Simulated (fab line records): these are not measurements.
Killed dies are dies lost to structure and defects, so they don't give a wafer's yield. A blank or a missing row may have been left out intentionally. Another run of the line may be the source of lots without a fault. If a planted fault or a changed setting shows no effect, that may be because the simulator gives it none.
Matching of chambers || flow nandHarc || aldMetal-03 running NHARC_P_CONTACT_ALD_22: 4 sister chambers
The step deposits TiN, target thk 3 nm, pulse time 1 s, ald cycles 150. 14 wafers are shown with their chamber, then 7 later ones without.

== WAFERS PAIRED WITH THEIR CHAMBERS ==
{"wafer": "L074.1", "chamber": 3, "heaterPowerW (W)": 1068, "susceptorTempC (C)": 449.81, "precursorPulseHeightRel": 1.027}
{"wafer": "L074.2", "chamber": 2, "heaterPowerW (W)": 1238, "susceptorTempC (C)": 450.31, "precursorPulseHeightRel": 1.018}
{"wafer": "L074.5", "chamber": 3, "heaterPowerW (W)": 1076, "susceptorTempC (C)": 450.19, "precursorPulseHeightRel": 0.994}
{"wafer": "L075.1", "chamber": 3, "heaterPowerW (W)": 1062, "susceptorTempC (C)": 449.75, "precursorPulseHeightRel": 0.982}
{"wafer": "L075.2", "chamber": 0, "heaterPowerW (W)": 1121, "susceptorTempC (C)": 449.88, "precursorPulseHeightRel": 1.003}
{"wafer": "L075.3", "chamber": 2, "heaterPowerW (W)": 1248, "susceptorTempC (C)": 450.18, "precursorPulseHeightRel": 0.971}
{"wafer": "L077.2", "chamber": 1, "heaterPowerW (W)": 1013, "susceptorTempC (C)": 449.84, "precursorPulseHeightRel": 1.003}
{"wafer": "L077.5", "chamber": 0, "heaterPowerW (W)": 1105, "susceptorTempC (C)": 449.70, "precursorPulseHeightRel": 0.995}
{"wafer": "L077.6", "chamber": 3, "heaterPowerW (W)": 1072, "susceptorTempC (C)": 450.18, "precursorPulseHeightRel": 0.969}
{"wafer": "L085.1", "chamber": 2, "heaterPowerW (W)": 1222, "susceptorTempC (C)": 449.82, "precursorPulseHeightRel": 0.969}
{"wafer": "L085.5", "chamber": 3, "heaterPowerW (W)": 1114, "susceptorTempC (C)": 449.98, "precursorPulseHeightRel": 1.022}
{"wafer": "L085.6", "chamber": 0, "heaterPowerW (W)": 1109, "susceptorTempC (C)": 449.51, "precursorPulseHeightRel": 1.026}
{"wafer": "L091.1", "chamber": 1, "heaterPowerW (W)": 1070, "susceptorTempC (C)": 449.90, "precursorPulseHeightRel": 1.031}
{"wafer": "L091.4", "chamber": 3, "heaterPowerW (W)": 1089, "susceptorTempC (C)": 449.73, "precursorPulseHeightRel": 0.959}

SIGNATURES, as means of the wafers listed above
{"reading": "heaterPowerW", "chamber 0": 1111.67, "chamber 1": 1041.50, "chamber 2": 1236.00, "chamber 3": 1080.17, "scatter within a chamber": 19.7}
{"reading": "susceptorTempC", "chamber 0": 449.6967, "chamber 1": 449.8700, "chamber 2": 450.1033, "chamber 3": 449.9400, "scatter within a chamber": 0.204}
{"reading": "precursorPulseHeightRel", "chamber 0": 1.00800, "chamber 1": 1.01700, "chamber 2": 0.98600, "chamber 3": 0.99217, "scatter within a chamber": 0.0251}
Rule: distance of a wafer from a chamber = root of the sum over the readings of ((wafer's reading minus chamber's mean) / reading's scatter) squared. The wafer belongs to the nearest chamber; if the next one is less than 2 further off, it can't be placed. The scatter is the square root of a quotient: the sum, over the shown wafers, of each reading's squared deviation from its chamber's mean, divided by wafers minus chambers.

== WAFERS MISSING THEIR CHAMBER ==
{"wafer": "L091.6", "heaterPowerW (W)": 1112, "susceptorTempC (C)": 450.11, "precursorPulseHeightRel": 1.010}
{"wafer": "L092.4", "heaterPowerW (W)": 1230, "susceptorTempC (C)": 449.64, "precursorPulseHeightRel": 1.007}
{"wafer": "L092.5", "heaterPowerW (W)": 1102, "susceptorTempC (C)": 450.11, "precursorPulseHeightRel": 1.029}
{"wafer": "L092.6", "heaterPowerW (W)": 1213, "susceptorTempC (C)": 449.81, "precursorPulseHeightRel": 1.014}
{"wafer": "L096.2", "heaterPowerW (W)": 1102, "susceptorTempC (C)": 450.05, "precursorPulseHeightRel": 1.012}
{"wafer": "L096.4", "heaterPowerW (W)": 1060, "susceptorTempC (C)": 450.06, "precursorPulseHeightRel": 1.044}
{"wafer": "L096.6", "heaterPowerW (W)": 1071, "susceptorTempC (C)": 449.62, "precursorPulseHeightRel": 1.008}

== WHICH CHAMBER EACH ONE RAN IN ==
{"wafer": "L091.6", "from the rows above": "can't be placed: 3 or 0 or 1", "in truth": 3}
{"wafer": "L092.4", "from the rows above": 2, "in truth": 2}
{"wafer": "L092.5", "from the rows above": "can't be placed: 3 or 0 or 1", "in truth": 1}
{"wafer": "L092.6", "from the rows above": 2, "in truth": 2}
{"wafer": "L096.2", "from the rows above": "can't be placed: 3 or 0 or 1", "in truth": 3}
{"wafer": "L096.4", "from the rows above": "can't be placed: 1 or 3 or 0", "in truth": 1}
{"wafer": "L096.6", "from the rows above": "can't be placed: 3 or 1 or 0", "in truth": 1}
2 of 7 placed correctly. Cannot be placed on the basis of these rows: 5; the candidates contain the true chamber in 5. Placed wrongly: 0.
